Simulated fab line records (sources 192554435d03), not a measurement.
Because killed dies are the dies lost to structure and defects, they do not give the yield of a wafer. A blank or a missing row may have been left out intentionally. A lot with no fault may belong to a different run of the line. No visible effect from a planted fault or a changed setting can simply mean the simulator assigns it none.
fab line records	flow n5Finfet	part 2 of 2: steps 5 to 6 of 6
record lots=24	wafers=72	lastDay=19
route steps=1938 shown FIN_SAQP@97 FIN_CUT@174 STI_FIN_REVEAL@183 DUMMY_GATE@245
lots that met no fault: taken from a fault-free run of the same line
startH: hours from the record's opening day to when the first of the lot's shown wafers began	waitH: hours from the lot's prior step to this one	" identical to the entry in the row above	L1.1+2: several wafers, shown together as one row	- no value, or no start was given	* or withheld: withheld	< > ~ a bound
route shown NAME@n: a module of which the file shows steps, and the number in the route of the first	usual: mean/standard deviation taken from wafers without a fault	same: alike in all rows	chamber/n: place in a boat	sites: the reading at each site	_std_site: standard deviation of those values	_edge_site: mean of outer sites minus mean of inner sites	radiusMm: how far each site lies from the wafer's centre	mask NAME#n: copy n	behind: tool/chamber where the wafer was last shaped	hold: cause of the lot's hold/its duration in hours/its outcome	device: whichever transistor did not switch (one of n, p or np)	end of line: tests of these same wafers at the route's end	for a step that has no rows: nothing shown but its recipe	killed: the dies lost at the first sort to structure and to defects; this is not the yield of the wafer	map: a wafer's dies, x killed, . not, _ none there
set.NAME: the setting the step ran with; set.NAME@STEP: the setting that earlier step ran with	model.NAME: the simulator's own value behind a step, which no gauge read
route steps across a sampled set of lots; one table per step, one row per wafer
services: a tool's chamber out of use, with start hour (startH, from the record's first day; less than 0 if before it), hours out, and reason
## steps
# step N5_STI_FIN_REVEAL_FIN_H_MEAS_10
# usual trenchDepthNm=51.4/0.9
lot.wafer	tool	chamber	startH	waitH	trenchDepthNm
L074.1	ocd-02	-	39.72	0.0	52.1
L074.5	"	-	"	"	51.8
L074.6	"	-	"	"	51.3
L075.2	ocd-02	-	42.48	0.0	51.3
L075.5	"	-	"	"	50.9
L075.6	"	-	"	"	51.4
L076.4	ocd-01	-	48.59	0.0	51.0
L076.5	"	-	"	"	50.1
L076.6	"	-	"	"	52.0
L077.1	ocd-01	-	55.38	0.0	50.2
L077.3	"	-	"	"	51.9
L077.6	"	-	"	"	52.1
L078.4	ocd-02	-	61.02	0.0	49.5
L078.5	"	-	"	"	49.7
L078.6	"	-	"	"	49.8
L079.1	ocd-01	-	66.67	0.0	50.6
L079.3	"	-	"	"	50.0
L079.4	"	-	"	"	50.8
L080.3	ocd-02	-	73.27	0.0	50.4
L080.4	"	-	"	"	50.8
L080.5	"	-	"	"	50.9
L081.2	ocd-02	-	78.34	0.0	51.5
L081.3	"	-	"	"	51.5
L081.5	"	-	"	"	51.0
L082.2	ocd-02	-	84.10	0.0	51.2
L082.3	"	-	"	"	50.0
L082.6	"	-	"	"	50.2
L083.3	ocd-02	-	91.12	0.0	51.6
L083.4	"	-	"	"	51.9
L083.5	"	-	"	"	51.7
L084.1	ocd-02	-	98.40	0.0	51.2
L084.4	"	-	"	"	51.6
L084.6	"	-	"	"	53.4
L085.1	ocd-02	-	108.38	0.0	52.7
L085.4	"	-	"	"	51.0
L085.6	"	-	"	"	51.9
L086.1	ocd-02	-	111.14	0.0	51.4
L086.2	"	-	"	"	51.7
L086.3	"	-	"	"	51.1
L087.1	ocd-01	-	114.34	0.0	53.0
L087.2	"	-	"	"	51.2
L087.4	"	-	"	"	51.9
L088.1	ocd-01	-	119.85	0.0	50.4
L088.3	"	-	"	"	51.4
L088.5	"	-	"	"	51.3
L089.2	ocd-01	-	126.73	0.0	52.5
L089.3	"	-	"	"	52.5
L089.6	"	-	"	"	52.6
L090.1	ocd-02	-	132.18	0.0	51.1
L090.2	"	-	"	"	52.3
L090.6	"	-	"	"	52.0
L091.2	ocd-02	-	138.47	0.0	52.4
L091.3	"	-	"	"	52.6
L091.4	"	-	"	"	50.9
L092.2	ocd-01	-	145.18	0.0	53.2
L092.4	"	-	"	"	51.0
L092.6	"	-	"	"	50.6
L093.1	ocd-01	-	151.68	0.0	51.5
L093.5	"	-	"	"	49.9
L093.6	"	-	"	"	50.1
L094.2	ocd-02	-	158.04	0.0	51.0
L094.3	"	-	"	"	51.9
L094.5	"	-	"	"	50.8
L095.1	ocd-02	-	164.23	0.0	50.4
L095.2	"	-	"	"	51.1
L095.4	"	-	"	"	51.8
L096.1	ocd-01	-	168.55	0.0	51.3
L096.3	"	-	"	"	50.8
L096.5	"	-	"	"	50.4
L097.1	ocd-02	-	175.76	0.0	52.0
L097.4	"	-	"	"	50.2
L097.5	"	-	"	"	51.8
# step N5_DUMMY_GATE_HM_OPEN_21
# recipe chemistry=CH3F/O2	target=SiNx	targetDepthA=1200	Ar_flow_sccm=150	CH3F_flow_sccm=30	O2_flow_sccm=23	timeS=171.4	pressureMtorr=30	sourceW=395	biasW=73	ionEnergyEv=120.7
# usual drypumpMotorCurrentA=5.4/0.42	oes_o_777_au=0.79/0.11	oesProductAu=0.80/0.1	rfVppV=301/7.1	showerheadPlenumPTorr=1.99/0.069	throttleValvePct=16.52/0.24
lot.wafer	tool	chamber	startH	waitH	drypumpMotorCurrentA	oes_o_777_au	oesProductAu	rfHoursCounterH	rfVppV	showerheadPlenumPTorr	throttleValvePct
L074.1	rieDiel-01	2	51.32	0.0	5.5	0.67	0.68	238	315	1.97	16.48
L074.5	"	1	"	"	5.1	0.72	0.77	-	302	1.97	16.82
L074.6	"	0	"	"	5.4	0.68	0.70	-	307	1.89	16.68
L075.2	rieDiel-01	0	57.42	0.0	5.3	0.68	0.69	226	307	1.89	16.69
L075.5	"	1	"	"	5.1	0.72	0.77	-	301	1.97	16.83
L075.6	"	0	"	"	5.4	0.68	0.70	-	305	1.89	16.68
L076.4	rieDiel-04	1	66.97	0.0	5.6	0.81	0.82	105	303	2.03	16.43
L076.5	"	2	"	"	4.8	0.73	0.71	-	290	1.90	16.29
L076.6	"	1	"	"	5.6	0.81	0.82	-	306	2.03	16.43
L077.1	rieDiel-03	0	71.05	0.0	5.0	0.70	0.70	244	291	1.90	16.57
L077.3	"	1	"	"	5.6	0.76	0.76	163	305	2.01	16.61
L077.6	"	2	"	"	5.1	0.88	0.86	-	294	2.05	16.46
L078.4	rieDiel-01	1	74.75	0.0	5.1	0.72	0.77	122	301	1.97	16.86
L078.5	"	0	"	"	5.4	0.68	0.69	-	306	1.89	16.68
L078.6	"	1	"	"	5.1	0.72	0.77	-	302	1.97	16.84
L079.1	rieDiel-03	3	77.74	0.0	6.2	0.92	0.89	17	300	2.00	16.53
L079.3	"	2	"	"	5.1	0.86	0.85	72	294	2.05	16.46
L079.4	"	1	"	"	5.6	0.76	0.75	165	305	2.00	16.60
L080.3	rieDiel-03	0	82.77	0.0	5.0	0.70	0.70	247	289	1.90	16.59
L080.4	"	3	"	"	6.2	0.90	0.88	18	300	2.00	16.51
L080.5	"	0	"	"	5.0	0.70	0.70	-	289	1.90	16.58
L081.2	rieDiel-04	3	88.23	0.0	6.4	0.79	0.78	116	296	2.03	16.60
L081.3	"	1	"	"	5.6	0.80	0.81	110	304	2.03	16.46
L081.5	"	0	"	"	5.3	0.69	0.71	-	305	2.07	16.82
L082.2	rieDiel-03	1	93.46	0.0	5.6	0.75	0.75	170	304	2.00	16.59
L082.3	"	2	"	"	5.1	0.86	0.86	77	294	2.05	16.47
L082.6	"	1	"	"	5.6	0.75	0.75	-	306	2.00	16.62
L083.3	rieDiel-01	3	102.63	0.0	5.6	0.73	0.69	240	293	2.09	16.52
L083.4	"	0	"	"	5.4	0.67	0.69	-	306	1.88	16.72
L083.5	"	1	"	"	5.1	0.71	0.76	-	301	1.96	16.86
L084.1	rieDiel-03	2	109.11	0.0	5.1	0.86	0.84	83	295	2.05	16.49
L084.4	"	3	"	"	6.2	0.89	0.87	27	301	2.00	16.55
L084.6	"	2	"	"	5.1	0.86	0.85	-	295	2.05	16.46
L085.1	rieDiel-01	3	117.75	0.0	5.6	0.73	0.69	246	293	2.09	16.54
L085.4	"	3	"	"	5.6	0.73	0.69	-	293	2.09	16.53
L085.6	"	1	"	"	5.1	0.71	0.76	-	300	1.96	16.87
L086.1	rieDiel-03	1	123.18	0.0	5.6	0.74	0.74	181	304	2.00	16.62
L086.2	"	3	"	"	6.2	0.88	0.85	32	299	2.00	16.55
L086.3	"	2	"	"	5.1	0.85	0.83	88	295	2.05	16.48
L087.1	rieDiel-03	1	126.99	0.0	5.6	0.74	0.74	182	305	2.00	16.62
L087.2	"	3	"	"	6.2	0.88	0.85	33	302	1.99	16.53
L087.4	"	0	"	"	5.0	0.97	0.97	8	296	2.15	16.17
L088.1	rieDiel-01	1	132.95	0.0	5.1	0.71	0.75	141	303	1.96	16.87
L088.3	"	0	"	"	5.3	0.66	0.67	250	306	1.88	16.75
L088.5	"	0	"	"	5.4	0.66	0.67	-	308	1.88	16.73
L089.2	rieDiel-01	0	137.75	0.0	5.3	0.66	0.67	252	306	1.88	16.75
L089.3	"	1	"	"	5.1	0.70	0.75	143	303	1.96	16.88
L089.6	"	0	"	"	5.3	0.67	0.67	-	306	1.88	16.72
L090.1	rieDiel-04	3	141.57	0.0	6.4	0.77	0.77	132	295	2.02	16.61
L090.2	"	1	"	"	5.6	0.79	0.79	126	306	2.02	16.47
L090.6	"	1	"	"	5.7	0.79	0.80	-	305	2.02	16.45
L091.2	rieDiel-01	2	147.91	0.0	5.4	0.93	0.95	11	316	1.96	16.08
L091.3	"	0	"	"	5.4	0.66	0.67	256	306	1.88	16.74
L091.4	"	2	"	"	5.5	0.94	0.95	-	315	1.96	16.06
L092.2	rieDiel-01	2	154.48	0.0	5.5	0.92	0.95	14	314	1.96	16.08
L092.4	"	1	"	"	5.1	0.69	0.73	-	300	1.96	16.90
L092.6	"	3	"	"	5.6	1.04	1.01	-	292	2.09	16.06
L093.1	rieDiel-04	2	161.02	0.0	4.7	0.71	0.71	202	290	1.89	16.32
L093.5	"	1	"	"	5.6	0.79	0.80	-	304	2.02	16.47
L093.6	"	2	"	"	4.7	0.71	0.71	-	289	1.89	16.32
L094.2	rieDiel-01	1	168.07	0.0	5.1	0.69	0.74	155	302	1.96	16.90
L094.3	"	3	"	"	5.6	1.01	0.97	6	294	2.08	16.08
L094.5	"	1	"	"	5.1	0.70	0.74	-	302	1.96	16.91
L095.1	rieDiel-01	1	174.81	0.0	5.1	0.70	0.74	157	299	1.95	16.91
L095.2	"	2	"	"	5.5	0.91	0.92	21	314	1.96	16.07
L095.4	"	3	"	"	5.6	1.00	0.96	-	294	2.08	16.10
L096.1	rieDiel-04	1	178.42	0.0	5.6	0.78	0.79	136	304	2.02	16.48
L096.3	"	0	"	"	5.3	0.93	0.93	14	304	2.07	16.46
L096.5	"	2	"	"	4.7	0.71	0.69	-	292	1.89	16.32
L097.1	rieDiel-04	1	184.96	0.0	5.7	0.78	0.79	139	304	2.02	16.49
L097.4	"	3	"	"	6.4	0.76	0.76	146	296	2.02	16.64
L097.5	"	3	"	"	6.4	0.75	0.75	-	295	2.02	16.65
## services
tool	chamber	startH	hours	kind
rieDiel-05	-	5.20	0.2	repair
rieDiel-03	2	6.01	12.1	repair
rieDiel-02	3	24.79	6.3	repair
rieDiel-05	3	39.99	7.1	repair
rieDiel-02	3	42.32	4.4	repair
rieDiel-06	-	46.53	2.8	pm
rieDiel-04	-	52.58	0.2	repair
rieDiel-03	0	55.84	5.4	repair
aldSin-02	-	62.02	2.1	repair
aldSin-03	0	79.03	7.5	repair
aldSin-02	-	85.49	14.0	pm
rieDiel-06	3	89.22	5.0	repair
aldSin-04	-	89.69	1.2	repair
rieDiel-04	0	93.96	-	clean
rieDiel-04	0	93.96	-	consumableReplace:focusRing
rieDiel-04	2	96.27	15.7	repair
aldSin-03	3	101.49	2.7	repair
rieDiel-05	1	121.32	1.8	repair
aldSin-04	3	123.68	6.9	repair
rieDiel-04	-	136.35	1.1	repair
rieDiel-04	0	152.81	8.1	repair
rieDiel-04	-	167.56	0.5	repair
rieDiel-06	1	173.12	2.4	repair
rieDiel-06	0	174.16	8.3	repair
